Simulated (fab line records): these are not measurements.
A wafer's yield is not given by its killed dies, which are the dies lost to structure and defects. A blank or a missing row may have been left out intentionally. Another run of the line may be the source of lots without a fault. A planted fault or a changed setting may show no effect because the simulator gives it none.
Matching of chambers | flow n5_finfet | N5_BEOL_M15_DEP_53 on pecvd-01 has 3 sister chambers
The step deposits SiCN from 3MS/NH3, target thk 50 nm, time 17.8 s. 3 wafers are shown with their chamber, then 9 later ones without.

WAFERS WITH THEIR CHAMBER
wafer  | chamber | throttle_valve_pct (%)
L087.2 | 0       | 17.1
L087.4 | 2       | 16.2
L087.6 | 1       | 19.3

WAFERS WITH NO CHAMBER GIVEN
wafer  | throttle_valve_pct (%)
L090.1 | 17.2
L090.5 | 16.3
L090.6 | 19.4
L092.2 | 17.1
L092.5 | 16.3
L092.6 | 19.3
L096.1 | 16.5
L096.2 | 17.3
L096.3 | 19.2

WHICH CHAMBER EACH ONE RAN IN
wafer  | from the rows above | in truth
L090.1 | 0                   | 0
L090.5 | 2                   | 2
L090.6 | 1                   | 1
L092.2 | 0                   | 0
L092.5 | 2                   | 2
L092.6 | 1                   | 1
L096.1 | 2                   | 2
L096.2 | 0                   | 0
L096.3 | 1                   | 1
Placed correctly: 9 of 9. Can't be placed from these rows: 0. Number placed wrongly: 0.
How it was worked out, from the rows above alone: a wafer's distance from a chamber is the root of the sum, over the readings, of the square of ((its reading less the chamber's mean) divided by the reading's scatter). The wafer belongs to the nearest chamber; if the next one is less than 2 further off, it can't be placed. A chamber's mean is the mean of its shown wafers. The scatter (one wafer shown for each chamber): square how far every hidden wafer sits from the nearest shown wafer, average those squares and take the square root.
